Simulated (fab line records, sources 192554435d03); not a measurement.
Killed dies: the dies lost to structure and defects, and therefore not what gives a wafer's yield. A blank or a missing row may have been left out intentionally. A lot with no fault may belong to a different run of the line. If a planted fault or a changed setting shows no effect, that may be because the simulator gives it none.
fab line records | flow n5Finfet
[record] lots = 13 | wafers = 31 | lastDay = 19
route steps=1938 shown PAD_METAL@1894 PASSIVATION@1909
lots that met no fault: from a run of the same line without faults
startH: hours from the record's first day to the start of the lot's first wafer shown | waitH: time in hours since the lot's previous step | " the same as in the row above | L1.1+2: a row that stands for several wafers | - no value present, or no start provided | * or withheld: withheld | < > ~ a bound
route shown NAME@n: a module of which the file shows steps, and the number in the route of the first | usual: mean and standard deviation over wafers with no fault | same: alike in all rows | chamber/n: place in a boat | sites: the reading at each site | _std_site: their standard deviation | _edge_site: the outer-site mean with the inner-site mean subtracted | radiusMm: for every site, how far away it sits from the centre of the wafer | mask NAME#n: copy n | behind: the last tool/chamber to shape the wafer | hold: why the lot went on hold/how many hours it stayed there/how the hold came to an end | device: transistor that didn't switch, given as n, p or np | end of line: tests of these same wafers at the route's end | where a step has no rows: the recipe by itself | killed: at the first sort, the dies lost to defects and structure; wafer yield is something else | map: dies across one wafer; x = killed, . = not, _ = none there
set.NAME: the setting that was run; set.NAME@STEP: the one run at that earlier step | model.NAME: the simulator's own value behind a step, which no gauge read
route steps across a sampled set of lots; one table per step, one row per wafer
services: from which hour (startH, from the record's first day; less than 0 if before it) a tool's chamber was out of use, for how many hours, and why
[[steps]]
[step N5_PASSIVATION_PRE_CLEAN_19]
[recipe] gas = H2/He | timeS = * | tempC = *
[usual] heaterPowerW = 478/44
lot.wafer | tool          | chamber | startH | waitH | heaterPowerW
L296.2    | pvdSputter-03 | -       | 280.37 | 0.0   | 480
L296.3    | "             | -       | "      | "     | 491
L296.5    | "             | -       | "      | "     | 484
L297.3    | pvdSputter-02 | -       | 286.22 | 0.0   | 526
L297.4    | "             | -       | "      | "     | 412
L299.1    | pvdSputter-01 | -       | 330.33 | 0.0   | 609
L299.5    | "             | -       | "      | "     | 474
L298.1    | pvdSputter-03 | -       | 340.30 | 0.0   | 500
L298.5    | "             | -       | "      | "     | 476
L298.6    | "             | -       | "      | "     | 503
L306.2    | pvdSputter-03 | -       | 370.33 | 0.0   | 505
L306.4    | "             | -       | "      | "     | 433
L306.6    | "             | -       | "      | "     | 429
L308.2    | pvdSputter-03 | -       | 375.22 | 0.0   | 422
L308.4    | "             | -       | "      | "     | 495
L307.3    | pvdSputter-03 | -       | 379.18 | 0.0   | 517
L307.6    | "             | -       | "      | "     | 489
L310.1    | pvdSputter-02 | -       | 386.44 | 0.0   | 424
L310.4    | "             | -       | "      | "     | 449
L309.1    | pvdSputter-01 | -       | 392.96 | 0.0   | 499
L309.5    | "             | -       | "      | "     | 468
L315.1    | pvdSputter-03 | -       | 411.97 | 0.0   | 474
L315.3    | "             | -       | "      | "     | 417
L316.1    | pvdSputter-03 | -       | 422.76 | 0.0   | 470
L316.2    | "             | -       | "      | "     | 483
L316.5    | "             | -       | "      | "     | 477
L319.1    | pvdSputter-02 | -       | 455.17 | 0.0   | 445
L319.4    | "             | -       | "      | "     | 414
L318.3    | pvdSputter-01 | -       | 455.52 | 0.0   | 478
L318.5    | "             | -       | "      | "     | 478
L318.6    | "             | -       | "      | "     | 506
[step N5_PASSIVATION_AL_ETCH_33]
[recipe] chemistry = Cl2/BCl3 | targetDepthA = 28000 | overEtchFrac = 0.15 | Cl2_flow_sccm = 180 | bcl3FlowSccm = 60 | target = Al | stopOn = TaN | timeS = 466.7 | ionEnergyEv = 100 | pressureMtorr = 10 | icpW = 900 | biasW = 100
[usual] drypumpMotorCurrentA = 5.7/0.33 | oesProductAu = 0.74/0.064 | throttleValvePct = 34.3/0.51
lot.wafer | tool        | chamber | startH | waitH | drypumpMotorCurrentA | oesProductAu | rfHoursCounterH | throttleValvePct
L296.2    | rieMetal-02 | 1       | 281.28 | 0.1   | 4.8                  | 0.60         | 85              | 35.1
L296.3    | "           | 0       | "      | "     | 5.8                  | 0.85         | -               | 34.6
L296.5    | "           | 1       | "      | "     | 4.8                  | 0.59         | -               | 35.1
L297.3    | rieMetal-01 | 1       | 287.14 | 0.2   | 6.0                  | 0.79         | -               | 34.6
L297.4    | "           | 0       | "      | "     | 5.6                  | 0.73         | -               | 34.2
L299.1    | rieMetal-03 | 0       | 331.24 | 0.1   | 5.7                  | 0.78         | 12              | 33.5
L299.5    | "           | 0       | "      | "     | 5.7                  | 0.80         | -               | 33.4
L298.1    | rieMetal-03 | 1       | 342.85 | 0.1   | 5.7                  | 0.78         | 11              | 34.6
L298.5    | "           | 0       | "      | "     | 5.8                  | 0.78         | -               | 33.5
L298.6    | "           | 1       | "      | "     | 5.7                  | 0.78         | -               | 34.6
L306.2    | rieMetal-01 | 0       | 371.24 | 0.1   | 5.6                  | 0.70         | 32              | 34.3
L306.4    | "           | 1       | "      | "     | 6.0                  | 0.77         | -               | 34.6
L306.6    | "           | 0       | "      | "     | 5.6                  | 0.70         | -               | 34.3
L308.2    | rieMetal-03 | 1       | 376.00 | 0.1   | 5.7                  | 0.76         | 15              | 34.6
L308.4    | "           | 0       | "      | "     | 5.7                  | 0.78         | -               | 33.4
L307.3    | rieMetal-03 | 1       | 380.22 | 0.2   | 5.7                  | 0.76         | -               | 34.6
L307.6    | "           | 0       | "      | "     | 5.7                  | 0.76         | -               | 33.5
L310.1    | rieMetal-01 | 0       | 387.35 | 0.1   | 5.6                  | 0.70         | 33              | 34.2
L310.4    | "           | 1       | "      | "     | 6.1                  | 0.76         | -               | 34.6
L309.1    | rieMetal-02 | 1       | 393.90 | 0.1   | 4.8                  | 0.58         | 95              | 35.1
L309.5    | "           | 0       | "      | "     | 5.8                  | 0.80         | -               | 34.6
L315.1    | rieMetal-03 | 1       | 412.76 | 0.1   | 5.7                  | 0.74         | 18              | 34.6
L315.3    | "           | 0       | "      | "     | 5.7                  | 0.76         | -               | 33.5
L316.1    | rieMetal-03 | 1       | 423.54 | 0.1   | 5.7                  | 0.74         | 19              | 34.6
L316.2    | "           | 0       | "      | "     | 5.8                  | 0.75         | 21              | 33.5
L316.5    | "           | 0       | "      | "     | 5.7                  | 0.75         | -               | 33.5
L319.1    | rieMetal-01 | 1       | 456.04 | 0.1   | 6.0                  | 0.74         | 30              | 34.6
L319.4    | "           | 0       | "      | "     | 5.6                  | 0.70         | -               | 34.2
L318.3    | rieMetal-03 | 0       | 456.47 | 0.2   | 5.8                  | 0.73         | -               | 33.5
L318.5    | "           | 1       | "      | "     | 5.7                  | 0.73         | -               | 34.7
L318.6    | "           | 0       | "      | "     | 5.8                  | 0.72         | -               | 33.5
[step N5_PASSIVATION_EXPOSE_41]
[recipe] maskId = PASS_OPEN | na = 0.55 | defocusNm = 0 | sourceShape = conventional | sigmaOuter = 0.8 | polarization = unpolarized | targetCdNm = 40000 | doseMj = 57.25
lot.wafer  | tool          | chamber | startH | waitH | mask
L296.2+3+5 | krfScanner-01 | 0       | 282.82 | -     | PASS_OPEN#0
L297.3+4   | krfScanner-02 | 0       | 288.54 | -     | PASS_OPEN#0
L299.1+5   | krfScanner-02 | 0       | 332.62 | -     | PASS_OPEN#0
L298.1+5+6 | krfScanner-02 | 0       | 344.46 | -     | PASS_OPEN#0
L306.2+4+6 | krfScanner-01 | 0       | 372.75 | -     | PASS_OPEN#0
L308.2+4   | krfScanner-01 | 0       | 377.39 | -     | PASS_OPEN#0
L307.3+6   | krfScanner-01 | 0       | 381.60 | -     | PASS_OPEN#0
L310.1+4   | krfScanner-02 | 0       | 388.86 | -     | PASS_OPEN#0
L309.1+5   | krfScanner-02 | 0       | 395.28 | -     | PASS_OPEN#0
L315.1+3   | krfScanner-02 | 0       | 414.27 | -     | PASS_OPEN#0
L316.1+2+5 | krfScanner-02 | 0       | 425.21 | -     | PASS_OPEN#0
L319.1+4   | krfScanner-02 | 0       | 457.57 | -     | PASS_OPEN#0
L318.3+5+6 | krfScanner-02 | 0       | 457.76 | -     | PASS_OPEN#0
[step N5_PASSIVATION_CD_MEAS_44]
[recipe] targetCdNm = 40000 | landingEnergyEv = 500 | detector = seInlens
[usual] cdNm = 39999/7.2
lot.wafer | tool     | chamber | startH | waitH | cdNm
L296.2    | cdSem-03 | 0       | 283.00 | -     | 40006
L296.3    | "        | 0       | "      | "     | 40000
L296.5    | "        | 0       | "      | "     | 40006
L297.3    | cdSem-02 | 0       | 288.71 | -     | 40004
L297.4    | "        | 0       | "      | "     | 39988
L299.1    | cdSem-02 | 0       | 332.80 | -     | 39992
L299.5    | "        | 0       | "      | "     | 39990
L298.1    | cdSem-01 | 0       | 344.64 | -     | 40015
L298.5    | "        | 0       | "      | "     | 40012
L298.6    | "        | 0       | "      | "     | 40002
L306.2    | cdSem-02 | 0       | 372.93 | -     | 40054
L306.4    | "        | 0       | "      | "     | 40012
L306.6    | "        | 0       | "      | "     | 40055
L308.2    | cdSem-02 | 0       | 377.57 | -     | 40053
L308.4    | "        | 0       | "      | "     | 39999
L307.3    | cdSem-03 | 0       | 381.77 | -     | 39987
L307.6    | "        | 0       | "      | "     | 40037
L310.1    | cdSem-02 | 0       | 389.04 | -     | 40006
L310.4    | "        | 0       | "      | "     | 40004
L309.1    | cdSem-03 | 0       | 395.46 | -     | 40000
L309.5    | "        | 0       | "      | "     | 40003
L315.1    | cdSem-01 | 0       | 414.44 | -     | 39997
L315.3    | "        | 0       | "      | "     | 39982
L316.1    | cdSem-01 | 0       | 425.39 | -     | 40001
L316.2    | "        | 0       | "      | "     | 40005
L316.5    | "        | 0       | "      | "     | 40001
L319.1    | cdSem-02 | 0       | 457.75 | -     | 40000
L319.4    | "        | 0       | "      | "     | 40003
L318.3    | cdSem-01 | 0       | 457.93 | -     | 40009
L318.5    | "        | 0       | "      | "     | 40009
L318.6    | "        | 0       | "      | "     | 40007
[step N5_PASSIVATION_STRIP_48]
[recipe] chemistry = O2 | powerW = 600 | tempC = 60 | pressureMtorr = 30 | rfFrequencyHz = 6e+07 | biasPowerW = 0 | overashFraction = 0.5 | o2FlowSccm = 225
[usual] drypumpMotorCurrentA = 5.7/0.45 | oesProductAu = 0.81/0.082 | rfVppV = 3.8/2.7 | showerheadPlenumPTorr = 2.12/0.069 | throttleValvePct = 16.69/0.24
lot.wafer | tool       | chamber | startH | waitH | drypumpMotorCurrentA | oesProductAu | rfHoursCounterH | rfVppV | showerheadPlenumPTorr | throttleValvePct
L296.2    | rieDiel-02 | 2       | 283.64 | 0.1   | 5.2                  | 0.75         | 158             | 0      | 2.21                  | 16.63
L296.3    | "          | 3       | "      | "     | 5.7                  | 0.85         | 44              | 0.4    | 2.07                  | 16.57
L296.5    | "          | 1       | "      | "     | 5.5                  | 0.93         | -               | 0.7    | 2.06                  | 16.74
L297.3    | rieDiel-02 | 3       | 289.60 | 0.1   | 5.7                  | 0.85         | 47              | 1.3    | 2.07                  | 16.62
L297.4    | "          | 3       | "      | "     | 5.7                  | 0.88         | -               | 3.3    | 2.07                  | 16.58
L299.1    | rieDiel-02 | 3       | 333.44 | 0.1   | 5.7                  | 0.84         | 62              | 3.1    | 2.07                  | 16.60
L299.5    | "          | 3       | "      | "     | 5.7                  | 0.84         | -               | 1.4    | 2.07                  | 16.63
L298.1    | rieDiel-03 | 3       | 346.46 | 0.1   | 4.9                  | 0.86         | 63              | 1.9    | 2.20                  | 16.48
L298.5    | "          | 2       | "      | "     | 5.3                  | 0.69         | -               | 0.4    | 1.98                  | 17.12
L298.6    | "          | 1       | "      | "     | 5.8                  | 0.95         | -               | 8.3    | 2.05                  | 16.17
L306.2    | rieDiel-02 | 1       | 373.74 | 0.1   | 5.6                  | 0.88         | 58              | 3.0    | 2.05                  | 16.73
L306.4    | "          | 2       | "      | "     | 5.2                  | 0.73         | 197             | 5.7    | 2.20                  | 16.75
L306.6    | "          | 0       | "      | "     | 6.3                  | 0.70         | -               | 4.9    | 2.11                  | 17.06
L308.2    | rieDiel-04 | 0       | 378.21 | 0.1   | 5.8                  | 0.92         | 19              | 3.4    | 2.15                  | 16.33
L308.4    | "          | 1       | "      | "     | 5.7                  | 0.72         | 249             | 7.4    | 2.04                  | 16.80
L307.3    | rieDiel-04 | 3       | 382.64 | 0.1   | 6.0                  | 0.81         | 88              | 3.9    | 2.12                  | 16.81
L307.6    | "          | 3       | "      | "     | 6.0                  | 0.83         | -               | 2.6    | 2.12                  | 16.79
L310.1    | rieDiel-02 | 3       | 389.68 | 0.1   | 5.7                  | 0.86         | 72              | 4.0    | 2.06                  | 16.65
L310.4    | "          | 0       | "      | "     | 6.3                  | 0.75         | 161             | 6.1    | 2.11                  | 17.13
L309.1    | rieDiel-03 | 3       | 396.10 | 0.1   | 4.9                  | 0.83         | 84              | 6.5    | 2.19                  | 16.45
L309.5    | "          | 1       | "      | "     | 5.8                  | 0.86         | -               | 1.9    | 2.04                  | 16.24
L315.1    | rieDiel-02 | 1       | 415.28 | 0.1   | 5.4                  | 0.85         | 72              | 0      | 2.05                  | 16.84
L315.3    | "          | 2       | "      | "     | 5.3                  | 0.70         | 211             | 1.7    | 2.19                  | 16.75
L316.1    | rieDiel-02 | 0       | 426.18 | 0.1   | 6.4                  | 0.71         | 175             | 4.5    | 2.10                  | 17.18
L316.2    | "          | 2       | "      | "     | 5.2                  | 0.72         | 214             | 1.0    | 2.19                  | 16.80
L316.5    | "          | 2       | "      | "     | 5.2                  | 0.71         | -               | 5.7    | 2.19                  | 16.76
L319.1    | rieDiel-02 | 3       | 458.40 | 0.1   | 5.7                  | 0.79         | 99              | 3.7    | 2.05                  | 16.62
L319.4    | "          | 1       | "      | "     | 5.4                  | 0.84         | 89              | 3.4    | 2.04                  | 16.83
L318.3    | rieDiel-04 | 2       | 458.57 | 0.1   | 6.2                  | 0.83         | 98              | 3.8    | 2.21                  | 16.54
L318.5    | "          | 3       | "      | "     | 6.0                  | 0.77         | -               | 2.7    | 2.11                  | 16.80
L318.6    | "          | 2       | "      | "     | 6.2                  | 0.82         | -               | 2.2    | 2.21                  | 16.62
[step N5_PASSIVATION_PROBE_49]
[usual] defectLimitedYield = 91.2/1.4 | killed_at_M0_to_M3 = 34/9.3 | killed_at_M4_up = 14/5.9 | killedAtContacts = 14/5.7 | killedAtFrontEnd = 38/10 | killedAtOther = 4/3.2 | killedDies = 104/17 | killedOpen = 67/13 | killedShort = 33/6.9 | sort_bin_5_function = 5.2/1 | sort_bin_6_memory = 3.3/0.61 | sort_bin_8_speed = 0.3/1.8 | sortNPass = 1069/52 | sortYieldPct = 91/4.4
[same] grossDies = 1180 | killedAtBackSide = 0 | sort_bin_4_leakage[%] = 0
lot.wafer | tool      | chamber | startH | waitH | defectLimitedYield[%] | killed_at_M0_to_M3 | killed_at_M4_up | killedAtContacts | killedAtFrontEnd | killedAtOther | killedDies | killedOpen | killedShort | sort_bin_5_function[%] | sort_bin_6_memory[%] | sort_bin_8_speed[%] | sortNPass | sortYieldPct[%]
L308.2    | prober-01 | -       | 380.75 | 0.1   | 89.0                  | 40                 | 14              | 17               | 45               | 14            | 130        | 84         | 34          | 7.9                    | 3.1                  | 0                   | 1050      | 89
L308.4    | prober-01 | -       | 380.85 | 0.2   | 91.3                  | 43                 | 8               | 16               | 33               | 3             | 103        | 61         | 34          | 5.1                    | 3.5                  | 0                   | 1077      | 91
L309.1    | prober-02 | -       | 398.61 | 0.0   | 93.0                  | 22                 | 17              | 10               | 31               | 3             | 83         | 63         | 18          | 4.2                    | 2.8                  | 0                   | 1097      | 93
L309.5    | prober-02 | -       | 398.81 | 0.2   | 93.6                  | 19                 | 19              | 7                | 28               | 3             | 76         | 47         | 26          | 4.5                    | 1.8                  | 0                   | 1099      | 93
// killed by level:class
L308.2 MOL_CONTACT_COAG:geometricParticle:open=14 FIN_SAQP:geometricParticle:open=12 BEOL_M1:geometricParticle:open=12 STI_FIN_REVEAL:geometricParticle:open=10 PASSIVATION:areaEtch=9 BEOL_M3:geometricParticle:open=8 GATE_CUT:geometricParticle:short=6 BEOL_M0_SAQP:geometricParticle:short=6
L308.4 MOL_CONTACT_COAG:geometricParticle:open=12 FIN_SAQP:geometricParticle:short=9 BEOL_M0_SAQP:geometricParticle:short=8 BEOL_M0_SAQP:geometricParticle:open=7 BEOL_M1:geometricParticle:open=7 BEOL_M3:geometricParticle:open=7 FIN_SAQP:geometricParticle:open=6 BEOL_M2:geometricParticle:open=6
L309.1 MOL_CONTACT_COAG:geometricParticle:open=9 BEOL_M2:geometricParticle:open=7 BEOL_M4:geometricParticle:open=7 STI_FIN_REVEAL:geometricParticle:open=6 BEOL_M1:geometricParticle:open=6 FIN_SAQP:geometricParticle:open=5 STARTING-WAFER:geometricParticle:short=4 DUMMY_GATE:geometricParticle:open=3
L309.5 STI_FIN_REVEAL:geometricParticle:open=10 BEOL_M4:geometricParticle:open=7 FIN_SAQP:geometricParticle:short=5 MOL_CONTACT_COAG:geometricParticle:open=5 BEOL_M2:geometricParticle:open=4 GATE_CUT:geometricParticle:short=3 BEOL_M0_SAQP:geometricParticle:short=3 BEOL_M3:geometricParticle:open=3
[[services]]
tool          | chamber | startH | hours | kind
krfScanner-02 | 0       | 277.63 | -     | calibration
krfScanner-02 | -       | 283.36 | 1.0   | pm
rieDiel-02    | 1       | 286.15 | 11.8  | repair
rieMetal-02   | 0       | 304.83 | 6.8   | repair
krfScanner-01 | -       | 332.13 | 1.3   | pm
rieDiel-02    | 3       | 333.88 | 28.2  | repair
krfScanner-01 | -       | 344.23 | 4.4   | pm
rieDiel-03    | 1       | 359.08 | 5.1   | repair
krfScanner-02 | -       | 368.77 | 4.0   | pm
krfScanner-01 | -       | 379.55 | 0.8   | pm
rieMetal-03   | -       | 392.47 | 2.8   | pm
krfScanner-01 | -       | 392.57 | 1.0   | pm
rieDiel-04    | 2       | 395.37 | 6.0   | repair
krfScanner-02 | -       | 401.53 | 0.8   | pm
rieDiel-02    | -       | 402.40 | 1.1   | repair
krfScanner-02 | -       | 402.56 | 2.9   | repair
krfScanner-02 | -       | 419.59 | 1.3   | pm
rieMetal-01   | -       | 438.23 | 10.0  | pm
rieDiel-02    | 2       | 438.88 | 4.3   | repair
rieDiel-02    | 0       | 440.69 | 2.0   | repair
krfScanner-02 | -       | 442.63 | 0.6   | repair
rieDiel-04    | -       | 442.73 | 3.5   | repair
krfScanner-02 | -       | 452.36 | 1.0   | pm
krfScanner-01 | -       | 453.36 | 4.0   | pm
[[key]]
[firstSign] step = N5_PASSIVATION_CD_MEAS_44 | reading = cdNm | direction = up | sigmas = 7 | usual = 39999 | struck = 40050
effect none on later readings
metAt N5_PASSIVATION_EXPOSE_41
struckLots L306,L307,L308
struckWafers L306.2,L306.6,L307.6,L308.2
[baselineLoss] step = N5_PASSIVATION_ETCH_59 | wafers = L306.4
[baselineLoss] step = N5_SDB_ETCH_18 | wafers = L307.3
notActingAt N5_PASSIVATION_PRE_CLEAN_19,N5_PASSIVATION_AL_ETCH_33,N5_PASSIVATION_STRIP_48
onsetBetween 282.82 372.75
[fault] kind = processParameterDrift | tool = krfScanner-01 | chamber = - | onsetH = 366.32 | steps = N5_PASSIVATION_EXPOSE_41 | channel = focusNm | offset = 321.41 | shape = step | endH = 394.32 | scope = struckWafersOnly
// baselineLoss: these wafers lose ten dies or more at that step, a loss of the line's own and not of a fault; the sort's usual values leave them out
